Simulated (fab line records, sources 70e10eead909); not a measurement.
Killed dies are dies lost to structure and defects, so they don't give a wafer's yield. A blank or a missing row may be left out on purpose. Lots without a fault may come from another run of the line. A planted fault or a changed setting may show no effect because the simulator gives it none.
Tool commonality check | flow nand_harc | 12 lots, 36 wafers sampled

WHY IT WAS OPENED
At NHARC_A_CHANNEL_HOLE_D1_INSPECT_40 the reading raw_defect_count is flagged on 2 of 12 lots. Wafers without a fault read 59, standard deviation 18.
Rule: a lot is flagged when every wafer of it that has a number lies more than 4 standard deviations from that mean, or none has a number. The other lots count as sound.

lot  | measured     | on                | raw_defect_count, wafer by wafer | flag
L414 | day 8 11:17  | defect_inspect-02 | 64 51 45                         |
L415 | day 9 05:14  | defect_inspect-02 | 70 45 58                         |
L417 | day 9 05:20  | defect_inspect-02 | 44 65 50                         |
L419 | day 9 18:14  | defect_inspect-01 | 59 66 74                         |
L418 | day 9 18:37  | defect_inspect-02 | 48 15 29                         |
L421 | day 10 08:20 | defect_inspect-02 | 65 47 69                         |
L423 | day 10 20:41 | defect_inspect-01 | 893 955 891                      | FLAGGED
L424 | day 11 08:05 | defect_inspect-01 | 928 915 944                      | FLAGGED
L431 | day 12 17:38 | defect_inspect-01 | 71 73 76                         |
L433 | day 12 23:35 | defect_inspect-01 | 55 36 74                         |
L435 | day 13 11:37 | defect_inspect-01 | 56 72 51                         |
L436 | day 14 06:02 | defect_inspect-01 | 46 60 38                         |
The numbers of the flagged lots are 921 on average: +862 against the usual, or +48 standard deviations.

WHICH TOOL RAN EACH LOT
The record holds 3 process steps before the reading, out of a route of 1159 steps. In each cell: the tool, then ch and the chambers that the sampled wafers went through, then the start.
lot  | flag    | NHARC_A_CHANNEL_HOLE_D1_ETCH_24  | NHARC_A_CHANNEL_HOLE_D1_STRIP_43   | NHARC_A_CHANNEL_HOLE_D1_STRIP_27
L414 |         | har_etch-02 ch 1, day 8 07:49    | rie_diel-06 ch 0,1,2, day 8 10:14  | rie_diel-06 ch 0,2,3, day 8 11:17 or earlier
L415 |         | har_etch-02 ch 0,1, day 9 01:45  | rie_diel-02 ch 0,2,3, day 9 04:11  | rie_diel-02 ch 0,1,3, day 9 05:14 or earlier
L417 |         | har_etch-01 ch 0,1, day 9 01:54  | rie_diel-06 ch 1,2,3, day 9 04:19  | rie_diel-06 ch 1,2,3, day 9 05:20 or earlier
L419 |         | har_etch-01 ch 0,1, day 9 14:40  | rie_diel-02 ch 1,2,3, day 9 17:11  | rie_diel-02 ch 2,3, day 9 18:14 or earlier
L418 |         | har_etch-02 ch 1, day 9 15:01    | rie_diel-03 ch 1,2,3, day 9 17:34  | rie_diel-03 ch 0,3, day 9 18:37 or earlier
L421 |         | har_etch-01 ch 0,1, day 10 04:52 | rie_diel-02 ch 1,2, day 10 07:16   | rie_diel-02 ch 0,1,3, day 10 08:20 or earlier
L423 | FLAGGED | har_etch-02 ch 0,1, day 10 17:16 | rie_diel-02 ch 0,1,3, day 10 19:39 | rie_diel-02 ch 0,3, day 10 20:41 or earlier
L424 | FLAGGED | har_etch-02 ch 0,1, day 11 04:47 | rie_diel-02 ch 0,3, day 11 07:04   | rie_diel-02 ch 0,1,2, day 11 08:05 or earlier
L431 |         | har_etch-01 ch 0,1, day 12 14:04 | rie_diel-03 ch 1,2,3, day 12 16:35 | rie_diel-03 ch 1,2,3, day 12 17:38 or earlier
L433 |         | har_etch-02 ch 0,1, day 12 19:59 | rie_diel-06 ch 0,1,3, day 12 22:31 | rie_diel-06 ch 0,1,3, day 12 23:35 or earlier
L435 |         | har_etch-02 ch 0,1, day 13 08:02 | rie_diel-03 ch 0,1,3, day 13 10:34 | rie_diel-03 ch 1,2,3, day 13 11:37 or earlier
L436 |         | har_etch-02 ch 0,1, day 14 02:35 | rie_diel-03 ch 0,1,3, day 14 04:59 | rie_diel-03 ch 0,1,3, day 14 06:02 or earlier
What these steps do:
- NHARC_A_CHANNEL_HOLE_D1_ETCH_24: etches the open film in C4F8/O2/Ar, time 906.2 s, target depth 1500 nm.
- NHARC_A_CHANNEL_HOLE_D1_STRIP_43: strips in O2/COS.
- NHARC_A_CHANNEL_HOLE_D1_STRIP_27: strips in O2.
- NHARC_A_CHANNEL_HOLE_D1_INSPECT_40

FLAGGED OVER TOTAL, TOOL BY TOOL (the gauges that took the reading come last)
step                               | tool              | lots run | flagged | share of the flagged lots | sound lots run after its first flagged lot
NHARC_A_CHANNEL_HOLE_D1_ETCH_24    | har_etch-01       | 4        | 0       | none                      | -
NHARC_A_CHANNEL_HOLE_D1_ETCH_24    | har_etch-02       | 8        | 2       | all                       | 3 (L433,L435,L436)
NHARC_A_CHANNEL_HOLE_D1_STRIP_43   | rie_diel-02       | 5        | 2       | all                       | 0
NHARC_A_CHANNEL_HOLE_D1_STRIP_43   | rie_diel-03       | 4        | 0       | none                      | -
NHARC_A_CHANNEL_HOLE_D1_STRIP_43   | rie_diel-06       | 3        | 0       | none                      | -
NHARC_A_CHANNEL_HOLE_D1_STRIP_27   | rie_diel-02       | 5        | 2       | all                       | 0
NHARC_A_CHANNEL_HOLE_D1_STRIP_27   | rie_diel-03       | 4        | 0       | none                      | -
NHARC_A_CHANNEL_HOLE_D1_STRIP_27   | rie_diel-06       | 3        | 0       | none                      | -
NHARC_A_CHANNEL_HOLE_D1_INSPECT_40 | defect_inspect-01 | 7        | 2       | all                       | 4 (L431,L433,L435,L436)
NHARC_A_CHANNEL_HOLE_D1_INSPECT_40 | defect_inspect-02 | 5        | 0       | none                      | -
NHARC_A_CHANNEL_HOLE_D1_STRIP_27 gives no start for some lots, so the hours and the order of its lots are those of NHARC_A_CHANNEL_HOLE_D1_INSPECT_40.

WHAT THE TABLE ALLOWS
4 rows of the table ran every flagged lot: har_etch-02 at NHARC_A_CHANNEL_HOLE_D1_ETCH_24, rie_diel-02 at NHARC_A_CHANNEL_HOLE_D1_STRIP_43, rie_diel-02 at NHARC_A_CHANNEL_HOLE_D1_STRIP_27, defect_inspect-01 at NHARC_A_CHANNEL_HOLE_D1_INSPECT_40.
- har_etch-02 at NHARC_A_CHANNEL_HOLE_D1_ETCH_24: 2 of its 8 lots flagged. Sound lots ran on it after the first flagged one (L433, L435, L436), which a lasting fault on the whole tool wouldn't allow.
- rie_diel-02 at NHARC_A_CHANNEL_HOLE_D1_STRIP_43: 2 of its 5 lots flagged. Its last sound lot is L421 (day 10 07:16), its first flagged lot L423 (day 10 19:39): a fault that began between those two fits.
- rie_diel-02 at NHARC_A_CHANNEL_HOLE_D1_STRIP_27: 2 of its 5 lots flagged. Its last sound lot is L421 (day 10 08:20), its first flagged lot L423 (day 10 20:41): a fault that began between those two fits.
- defect_inspect-01 at NHARC_A_CHANNEL_HOLE_D1_INSPECT_40: 2 of its 7 lots flagged. Sound lots ran on it after the first flagged one (L431, L433, L435, L436), which a lasting fault on the whole tool wouldn't allow.
One tool is left: rie_diel-02 at NHARC_A_CHANNEL_HOLE_D1_STRIP_43 and NHARC_A_CHANNEL_HOLE_D1_STRIP_27.

WHAT THE SIMULATOR HAD PUT IN
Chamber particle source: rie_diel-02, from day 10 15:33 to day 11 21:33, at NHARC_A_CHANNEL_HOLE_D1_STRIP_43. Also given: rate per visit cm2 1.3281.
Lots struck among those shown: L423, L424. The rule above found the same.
